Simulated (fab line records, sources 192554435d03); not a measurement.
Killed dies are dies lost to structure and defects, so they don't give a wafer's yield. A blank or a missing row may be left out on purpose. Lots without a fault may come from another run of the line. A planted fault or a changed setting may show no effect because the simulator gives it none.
Which tool did it? | flow n5_finfet | 12 lots, 36 wafers sampled, at 6 steps of a route of 1938

WHAT THE GAUGES READ, wafer by wafer
N5_BEOL_M8_RS_MEAS_57: measures by four-point-probe.
lot  | measured     | on            | M8_RS (ohm/sq)
L076 | day 9 17:59  | film_metro-02 | 0.287 0.288 0.293
L077 | day 10 09:01 | film_metro-01 | 0.287 0.286 0.289
L078 | day 10 18:44 | film_metro-02 | 0.294 0.285 0.285
L081 | day 11 13:43 | film_metro-02 | 0.291 0.278 0.276
L083 | day 12 12:19 | film_metro-02 | 0.285 0.279 0.281
L087 | day 13 14:02 | film_metro-01 | 0.299 0.287 0.293
L086 | day 13 15:02 | film_metro-02 | 0.286 0.288 0.287
L090 | day 13 23:05 | film_metro-01 | 0.295 0.289 0.289
L091 | day 14 08:09 | film_metro-01 | 0.286 0.294 0.291
L093 | day 14 16:50 | film_metro-01 | 0.282 0.284 0.286
L095 | day 15 02:55 | film_metro-02 | 0.297 0.283 0.295
L097 | day 16 05:57 | film_metro-02 | 0.286 0.290 0.286

WHICH TOOL RAN EACH LOT (tool, then ch and the chambers of the sampled wafers, then the start)
lot  | N5_BEOL_M7_ETCH_41                            | N5_BEOL_M7_STRIP_80                           | N5_BEOL_M7_SURFACE_TREAT_79  | N5_BEOL_M7_ANNEAL_51             | N5_BEOL_M8_SURFACE_TREAT_79
L076 | rie_diel-03 ch 1,2, day 9 08:52 or earlier    | rie_diel-03 ch 1,2, day 9 08:52 or earlier    | pvd_sputter-02, day 9 08:52  | rtp_anneal-01 ch 0, day 9 10:02  | pvd_sputter-03, day 9 16:34
L077 | rie_diel-05 ch 0,1,3, day 10 00:16 or earlier | rie_diel-05 ch 0,1,3, day 10 00:16 or earlier | pvd_sputter-01, day 10 00:16 | rtp_anneal-01 ch 0, day 10 00:46 | pvd_sputter-03, day 10 07:29
L078 | rie_diel-03 ch 0,3, day 10 07:56 or earlier   | rie_diel-03 ch 0,3, day 10 07:56 or earlier   | pvd_sputter-03, day 10 07:56 | rtp_anneal-02 ch 0, day 10 08:59 | pvd_sputter-03, day 10 17:18
L081 | rie_diel-03 ch 1,3, day 11 05:05 or earlier   | rie_diel-03 ch 1,3, day 11 05:05 or earlier   | pvd_sputter-02, day 11 05:05 | rtp_anneal-01 ch 0, day 11 05:56 | pvd_sputter-01, day 11 11:17
L083 | rie_diel-03 ch 1,3, day 11 21:40 or earlier   | rie_diel-03 ch 1,3, day 11 21:40 or earlier   | pvd_sputter-02, day 11 21:40 | rtp_anneal-02 ch 0, day 11 22:07 | pvd_sputter-01, day 12 10:16
L087 | rie_diel-04 ch 0,2,3, day 13 00:54 or earlier | rie_diel-04 ch 0,2,3, day 13 00:54 or earlier | pvd_sputter-02, day 13 00:54 | rtp_anneal-02 ch 0, day 13 02:23 | pvd_sputter-02, day 13 12:49
L086 | rie_diel-04 ch 1,2,3, day 13 04:16 or earlier | rie_diel-04 ch 1,2,3, day 13 04:16 or earlier | pvd_sputter-01, day 13 04:16 | rtp_anneal-01 ch 0, day 13 05:13 | pvd_sputter-02, day 13 13:10
L090 | rie_diel-05 ch 1,2,3, day 13 12:52 or earlier | rie_diel-05 ch 1,2,3, day 13 12:52 or earlier | pvd_sputter-01, day 13 12:52 | rtp_anneal-02 ch 0, day 13 13:35 | pvd_sputter-01, day 13 21:26
L091 | rie_diel-03 ch 0,1,2, day 14 00:50 or earlier | rie_diel-03 ch 0,1,2, day 14 00:50 or earlier | pvd_sputter-01, day 14 00:50 | rtp_anneal-01 ch 0, day 14 01:16 | pvd_sputter-02, day 14 06:56
L093 | rie_diel-03 ch 0,1,2, day 14 04:44 or earlier | rie_diel-03 ch 0,1,2, day 14 04:44 or earlier | pvd_sputter-01, day 14 04:44 | rtp_anneal-01 ch 0, day 14 05:10 | pvd_sputter-02, day 14 15:11
L095 | rie_diel-05 ch 0,1,3, day 14 15:11 or earlier | rie_diel-05 ch 0,1,3, day 14 15:11 or earlier | pvd_sputter-03, day 14 15:11 | rtp_anneal-01 ch 0, day 14 16:07 | pvd_sputter-03, day 15 01:44
L097 | rie_diel-05 ch 0,1,3, day 15 18:14 or earlier | rie_diel-05 ch 0,1,3, day 15 18:14 or earlier | pvd_sputter-03, day 15 18:14 | rtp_anneal-01 ch 0, day 15 19:20 | pvd_sputter-01, day 16 04:16
- N5_BEOL_M7_ETCH_41: etches SiCN in CH3F/O2, target depth 31.9 nm, time 57.8 s.
- N5_BEOL_M7_STRIP_80: strips in N2/H2, time 10 s.
- N5_BEOL_M7_SURFACE_TREAT_79
- N5_BEOL_M7_ANNEAL_51: time 90 s.
- N5_BEOL_M8_SURFACE_TREAT_79

THE ANSWER, worked out from the rows above alone
Rule: what is usual is taken from the lots themselves. Put in order of their means at a reading, lots are off if they are a third of the lots or fewer, leave a main group of 4 or more, and stand apart from it by a gap of 3 or more times the standard deviation of the main group's means; of several such gaps the widest counts. A main group whose means are all the same, to the digits that the tables above print for the reading, isn't used. A lot without any number at a reading at which 4 lots or more have one is off too. The other lots that the step has rows for count as sound.
No lot is off at any reading shown: from this, nothing can be told.

WHAT THE SIMULATOR HAD PUT IN
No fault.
